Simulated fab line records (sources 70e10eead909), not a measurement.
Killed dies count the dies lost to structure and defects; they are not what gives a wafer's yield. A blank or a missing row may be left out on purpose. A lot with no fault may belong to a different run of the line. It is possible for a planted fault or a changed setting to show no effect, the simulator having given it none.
Which of the tools did it? / flow nandHarc / 36 wafers from 12 lots sampled at 7 of the route's 1302 steps

## WHAT THE GAUGES SHOWED, per wafer
NHARC_P_CONTACT_CD_MEAS_12: target cd 90 nm.
lot=L751; measured=day 6 06:14; on=cdSem-01; cdNm (nm)=88.5 89.5 89.9
lot=L752; measured=day 6 18:44; on=cdSem-01; cdNm (nm)=99.1 99.3 97.8
lot=L755; measured=day 8 05:40; on=cdSem-03; cdNm (nm)=90.4 90.2 88.5
lot=L760; measured=day 10 10:53; on=cdSem-03; cdNm (nm)=88.8 88.5 89.4
lot=L762; measured=day 11 03:05; on=cdSem-03; cdNm (nm)=91.3 90.9 90.5
lot=L763; measured=day 11 22:00; on=cdSem-02; cdNm (nm)=92.4 92.4 91.4
lot=L766; measured=day 12 10:08; on=cdSem-01; cdNm (nm)=91.6 89.9 91.3
lot=L768; measured=day 13 12:42; on=cdSem-02; cdNm (nm)=90.3 89.7 89.2
lot=L769; measured=day 13 21:22; on=cdSem-03; cdNm (nm)=89.6 90.2 89.8
lot=L771; measured=day 14 14:47; on=cdSem-01; cdNm (nm)=89.0 89.5 88.8
lot=L772; measured=day 15 06:27; on=cdSem-01; cdNm (nm)=88.9 88.9 88.9
lot=L773; measured=day 15 14:23; on=cdSem-03; cdNm (nm)=91.1 90.3 89.5

NHARC_P_CONTACT_CD_MEAS_19.
lot=L751; measured=day 6 07:17; on=cdSem-01; cdNm (nm)=86.1 88.2 89.8
lot=L752; measured=day 6 19:47; on=cdSem-01; cdNm (nm)=100.9 97.4 95.8
lot=L755; measured=day 8 06:44; on=cdSem-03; cdNm (nm)=89.7 88.0 86.4
lot=L760; measured=day 10 11:56; on=cdSem-02; cdNm (nm)=87.6 89.1 89.0
lot=L762; measured=day 11 04:08; on=cdSem-02; cdNm (nm)=88.3 88.5 87.7
lot=L763; measured=day 11 23:04; on=cdSem-03; cdNm (nm)=94.5 90.9 91.2
lot=L766; measured=day 12 11:11; on=cdSem-01; cdNm (nm)=86.4 89.2 91.3
lot=L768; measured=day 13 13:45; on=cdSem-01; cdNm (nm)=89.4 95.0 88.3
lot=L769; measured=day 13 22:26; on=cdSem-02; cdNm (nm)=92.7 92.1 90.2
lot=L771; measured=day 14 15:50; on=cdSem-01; cdNm (nm)=88.0 91.2 91.9
lot=L772; measured=day 15 07:31; on=cdSem-01; cdNm (nm)=87.3 89.7 93.8
lot=L773; measured=day 15 15:32; on=cdSem-01; cdNm (nm)=90.7 92.2 90.5

NHARC_END_SORT_01.
lot=L752; measured=day 25 04:51; on=prober-01; killedAtArray=48 43 45; killedAtOther=0 0 0; killedAtPeriphery=5 1 2; killedDies=53 44 47; killedOpen=2 5 0; killedShort=4 1 5
lot=L755; measured=day 27 06:38; on=prober-01; killedAtArray=53 36 34; killedAtOther=2 1 2; killedAtPeriphery=3 7 6; killedDies=58 44 42; killedOpen=5 6 4; killedShort=1 3 2
lot=L763; measured=day 30 01:35; on=prober-01; killedAtArray=23 23 27; killedAtOther=0 0 0; killedAtPeriphery=1 4 2; killedDies=24 27 29; killedOpen=1 4 7; killedShort=0 0 1
lot=L766; measured=day 30 17:15; on=prober-01; killedAtArray=61 43 45; killedAtOther=1 0 0; killedAtPeriphery=4 10 1; killedDies=66 53 46; killedOpen=3 3 2; killedShort=6 3 5
lot=L769; measured=day 32 05:08; on=prober-01; killedAtArray=28 39 33; killedAtOther=1 0 1; killedAtPeriphery=3 4 1; killedDies=32 43 35; killedOpen=1 5 3; killedShort=2 4 1
lot=L773; measured=day 34 09:01; on=prober-01; killedAtArray=59 77 76; killedAtOther=3 7 2; killedAtPeriphery=8 16 14; killedDies=70 100 92; killedOpen=6 4 1; killedShort=2 3 4

## EACH LOT AND THE TOOL THAT RAN IT (in order: tool; ch and the chambers of the sampled wafers; start)
lot=L751; NHARC_P_GATE_STRIP_113=plasmaAsher-01 ch 0,1, day 6 01:59; NHARC_P_GATE_STRIP_95=plasmaAsher-01 ch 0,1, day 6 02:43; NHARC_P_CONTACT_EXPOSE_09=arfiScanner-03 ch 0, day 6 06:05; NHARC_P_CONTACT_DESCUM_17=rieDiel-11 ch 0,3, day 6 06:25
lot=L752; NHARC_P_GATE_STRIP_113=plasmaAsher-02 ch 0,1, day 6 14:28; NHARC_P_GATE_STRIP_95=plasmaAsher-02 ch 0,1, day 6 15:11; NHARC_P_CONTACT_EXPOSE_09=arfiScanner-03 ch 0, day 6 18:35; NHARC_P_CONTACT_DESCUM_17=rieDiel-08 ch 0,2, day 6 18:55
lot=L755; NHARC_P_GATE_STRIP_113=plasmaAsher-01 ch 0,1, day 8 01:45; NHARC_P_GATE_STRIP_95=plasmaAsher-01 ch 0,1, day 8 02:22; NHARC_P_CONTACT_EXPOSE_09=arfiScanner-01 ch 0, day 8 05:32; NHARC_P_CONTACT_DESCUM_17=rieDiel-11 ch 1,2,3, day 8 05:52
lot=L760; NHARC_P_GATE_STRIP_113=plasmaAsher-02 ch 1, day 10 06:49; NHARC_P_GATE_STRIP_95=plasmaAsher-02 ch 1, day 10 07:25; NHARC_P_CONTACT_EXPOSE_09=arfiScanner-02 ch 0, day 10 10:44; NHARC_P_CONTACT_DESCUM_17=rieDiel-08 ch 2,3, day 10 11:04
lot=L762; NHARC_P_GATE_STRIP_113=plasmaAsher-02 ch 0,1, day 10 23:10; NHARC_P_GATE_STRIP_95=plasmaAsher-02 ch 0,1, day 10 23:40; NHARC_P_CONTACT_EXPOSE_09=arfiScanner-03 ch 0, day 11 02:57; NHARC_P_CONTACT_DESCUM_17=rieDiel-08 ch 2,3, day 11 03:16
lot=L763; NHARC_P_GATE_STRIP_113=plasmaAsher-01 ch 0,1, day 11 17:46; NHARC_P_GATE_STRIP_95=plasmaAsher-01 ch 0,1, day 11 18:29; NHARC_P_CONTACT_EXPOSE_09=arfiScanner-02 ch 0, day 11 21:52; NHARC_P_CONTACT_DESCUM_17=rieDiel-06 ch 0,1,3, day 11 22:11
lot=L766; NHARC_P_GATE_STRIP_113=plasmaAsher-01 ch 0,1, day 12 06:05; NHARC_P_GATE_STRIP_95=plasmaAsher-01 ch 0,1, day 12 06:48; NHARC_P_CONTACT_EXPOSE_09=arfiScanner-02 ch 0, day 12 10:00; NHARC_P_CONTACT_DESCUM_17=rieDiel-11 ch 0,1,2, day 12 10:20
lot=L768; NHARC_P_GATE_STRIP_113=plasmaAsher-02 ch 0,1, day 13 08:47; NHARC_P_GATE_STRIP_95=plasmaAsher-02 ch 0,1, day 13 09:24; NHARC_P_CONTACT_EXPOSE_09=arfiScanner-01 ch 0, day 13 12:33; NHARC_P_CONTACT_DESCUM_17=rieDiel-06 ch 0,2, day 13 12:53
lot=L769; NHARC_P_GATE_STRIP_113=plasmaAsher-02 ch 0,1, day 13 17:25; NHARC_P_GATE_STRIP_95=plasmaAsher-02 ch 0,1, day 13 18:01; NHARC_P_CONTACT_EXPOSE_09=arfiScanner-01 ch 0, day 13 21:14; NHARC_P_CONTACT_DESCUM_17=rieDiel-11 ch 1,3, day 13 21:34
lot=L771; NHARC_P_GATE_STRIP_113=plasmaAsher-02 ch 0, day 14 10:45; NHARC_P_GATE_STRIP_95=plasmaAsher-02 ch 0, day 14 11:22; NHARC_P_CONTACT_EXPOSE_09=arfiScanner-01 ch 0, day 14 14:38; NHARC_P_CONTACT_DESCUM_17=rieDiel-06 ch 0,1,2, day 14 14:58
lot=L772; NHARC_P_GATE_STRIP_113=plasmaAsher-01 ch 0,1, day 15 02:25; NHARC_P_GATE_STRIP_95=plasmaAsher-01 ch 0,1, day 15 03:02; NHARC_P_CONTACT_EXPOSE_09=arfiScanner-03 ch 0, day 15 06:19; NHARC_P_CONTACT_DESCUM_17=rieDiel-11 ch 2,3, day 15 06:38
lot=L773; NHARC_P_GATE_STRIP_113=plasmaAsher-01 ch 0,1, day 15 10:00; NHARC_P_GATE_STRIP_95=plasmaAsher-01 ch 0,1, day 15 10:43; NHARC_P_CONTACT_EXPOSE_09=arfiScanner-02 ch 0, day 15 14:15; NHARC_P_CONTACT_DESCUM_17=rieDiel-06 ch 0,1, day 15 14:34
- NHARC_P_GATE_STRIP_113: strips in N2/H2, time 740 s.
- NHARC_P_GATE_STRIP_95: strips in O2.
- NHARC_P_CONTACT_EXPOSE_09: exposes mask P CA, target cd 90 nm.
- NHARC_P_CONTACT_DESCUM_17: chemistry O2, time 3 s.

## WHAT THE TOOLS THEMSELVES READ (means of the sampled wafers that have a number; where no wafer has one, the mark that the record gives instead)
NHARC_P_GATE_STRIP_113.
lot=L751; tool=plasmaAsher-01; drypumpMotorCurrentA (A)=5.4; heaterPowerW (W)=95
lot=L752; tool=plasmaAsher-02; drypumpMotorCurrentA (A)=5.9; heaterPowerW (W)=80
lot=L755; tool=plasmaAsher-01; drypumpMotorCurrentA (A)=5.4; heaterPowerW (W)=98
lot=L760; tool=plasmaAsher-02; drypumpMotorCurrentA (A)=6.2; heaterPowerW (W)=78
lot=L762; tool=plasmaAsher-02; drypumpMotorCurrentA (A)=6.0; heaterPowerW (W)=81
lot=L763; tool=plasmaAsher-01; drypumpMotorCurrentA (A)=5.2; heaterPowerW (W)=97
lot=L766; tool=plasmaAsher-01; drypumpMotorCurrentA (A)=5.5; heaterPowerW (W)=96
lot=L768; tool=plasmaAsher-02; drypumpMotorCurrentA (A)=6.0; heaterPowerW (W)=79
lot=L769; tool=plasmaAsher-02; drypumpMotorCurrentA (A)=5.8; heaterPowerW (W)=83
lot=L771; tool=plasmaAsher-02; drypumpMotorCurrentA (A)=5.6; heaterPowerW (W)=85
lot=L772; tool=plasmaAsher-01; drypumpMotorCurrentA (A)=5.4; heaterPowerW (W)=97
lot=L773; tool=plasmaAsher-01; drypumpMotorCurrentA (A)=5.2; heaterPowerW (W)=97

NHARC_P_GATE_STRIP_95.
lot=L751; tool=plasmaAsher-01; drypumpMotorCurrentA (A)=5.5; heaterPowerW (W)=359
lot=L752; tool=plasmaAsher-02; drypumpMotorCurrentA (A)=6.0; heaterPowerW (W)=305
lot=L755; tool=plasmaAsher-01; drypumpMotorCurrentA (A)=5.4; heaterPowerW (W)=354
lot=L760; tool=plasmaAsher-02; drypumpMotorCurrentA (A)=6.2; heaterPowerW (W)=294
lot=L762; tool=plasmaAsher-02; drypumpMotorCurrentA (A)=5.9; heaterPowerW (W)=306
lot=L763; tool=plasmaAsher-01; drypumpMotorCurrentA (A)=5.2; heaterPowerW (W)=363
lot=L766; tool=plasmaAsher-01; drypumpMotorCurrentA (A)=5.4; heaterPowerW (W)=363
lot=L768; tool=plasmaAsher-02; drypumpMotorCurrentA (A)=6.0; heaterPowerW (W)=291
lot=L769; tool=plasmaAsher-02; drypumpMotorCurrentA (A)=5.8; heaterPowerW (W)=311
lot=L771; tool=plasmaAsher-02; drypumpMotorCurrentA (A)=5.6; heaterPowerW (W)=323
lot=L772; tool=plasmaAsher-01; drypumpMotorCurrentA (A)=5.4; heaterPowerW (W)=357
lot=L773; tool=plasmaAsher-01; drypumpMotorCurrentA (A)=5.2; heaterPowerW (W)=359

NHARC_P_CONTACT_DESCUM_17.
lot=L751; tool=rieDiel-11; drypumpMotorCurrentA (A)=5.9; oesProductAu (a.u.)=1.009; rfVppV (V)=57.1; showerheadPlenumPTorr (Torr)=1.87; throttleValvePct (%)=11.306
lot=L752; tool=rieDiel-08; drypumpMotorCurrentA (A)=5.6; oesProductAu (a.u.)=1.001; rfVppV (V)=58.0; showerheadPlenumPTorr (Torr)=1.84; throttleValvePct (%)=11.309
lot=L755; tool=rieDiel-11; drypumpMotorCurrentA (A)=6.0; oesProductAu (a.u.)=1.004; rfVppV (V)=57.3; showerheadPlenumPTorr (Torr)=1.91; throttleValvePct (%)=11.303
lot=L760; tool=rieDiel-08; drypumpMotorCurrentA (A)=5.6; oesProductAu (a.u.)=1.009; rfVppV (V)=56.8; showerheadPlenumPTorr (Torr)=1.94; throttleValvePct (%)=11.308
lot=L762; tool=rieDiel-08; drypumpMotorCurrentA (A)=5.6; oesProductAu (a.u.)=1.000; rfVppV (V)=57.3; showerheadPlenumPTorr (Torr)=1.94; throttleValvePct (%)=11.317
lot=L763; tool=rieDiel-06; drypumpMotorCurrentA (A)=5.4; oesProductAu (a.u.)=1.012; rfVppV (V)=58.1; showerheadPlenumPTorr (Torr)=1.91; throttleValvePct (%)=11.312
lot=L766; tool=rieDiel-11; drypumpMotorCurrentA (A)=5.8; oesProductAu (a.u.)=0.998; rfVppV (V)=57.8; showerheadPlenumPTorr (Torr)=1.90; throttleValvePct (%)=11.307
lot=L768; tool=rieDiel-06; drypumpMotorCurrentA (A)=5.6; oesProductAu (a.u.)=1.009; rfVppV (V)=57.0; showerheadPlenumPTorr (Torr)=1.79; throttleValvePct (%)=11.310
lot=L769; tool=rieDiel-11; drypumpMotorCurrentA (A)=6.3; oesProductAu (a.u.)=1.000; rfVppV (V)=57.9; showerheadPlenumPTorr (Torr)=1.92; throttleValvePct (%)=11.317
lot=L771; tool=rieDiel-06; drypumpMotorCurrentA (A)=5.5; oesProductAu (a.u.)=1.007; rfVppV (V)=58.0; showerheadPlenumPTorr (Torr)=1.83; throttleValvePct (%)=11.313
lot=L772; tool=rieDiel-11; drypumpMotorCurrentA (A)=5.9; oesProductAu (a.u.)=0.992; rfVppV (V)=57.7; showerheadPlenumPTorr (Torr)=1.84; throttleValvePct (%)=11.313
lot=L773; tool=rieDiel-06; drypumpMotorCurrentA (A)=5.4; oesProductAu (a.u.)=0.991; rfVppV (V)=57.4; showerheadPlenumPTorr (Torr)=1.83; throttleValvePct (%)=11.310

## THE ANSWER, worked out from the rows above alone
Rule: usual is defined by the lots themselves. The widest of any qualifying gaps counts: lots, ordered by their means at a reading, are off when they make up no more than a third of the lots, leave a main group of 4 or more, and stand apart from it by 3 or more times the standard deviation of that group's means. The tables above print the reading to a certain number of digits; a main group whose means all agree to those digits is not used. A lot without any number at a reading at which 4 lots or more have one is off too. Where the step has rows for the other lots, those lots are counted as sound. First the gauges in route order, then the tools' own readings, where a lot's mean is used as printed above. At the first step where some lot is off, the reading lying furthest off is the one used; lots without a number count as furthest.
Off at NHARC_P_CONTACT_CD_MEAS_12 (cdNm): L752. For the main group the mean is 90.0 nm and the standard deviation 0.95.
A tool fits if, at a process step before that reading, it ran every lot that is off, and no sound lot after the first of them. The gauges at NHARC_P_CONTACT_CD_MEAS_12 are tried like those tools. Not one of the candidates tried fits.

## WHAT WAS PUT IN BY THE SIMULATOR
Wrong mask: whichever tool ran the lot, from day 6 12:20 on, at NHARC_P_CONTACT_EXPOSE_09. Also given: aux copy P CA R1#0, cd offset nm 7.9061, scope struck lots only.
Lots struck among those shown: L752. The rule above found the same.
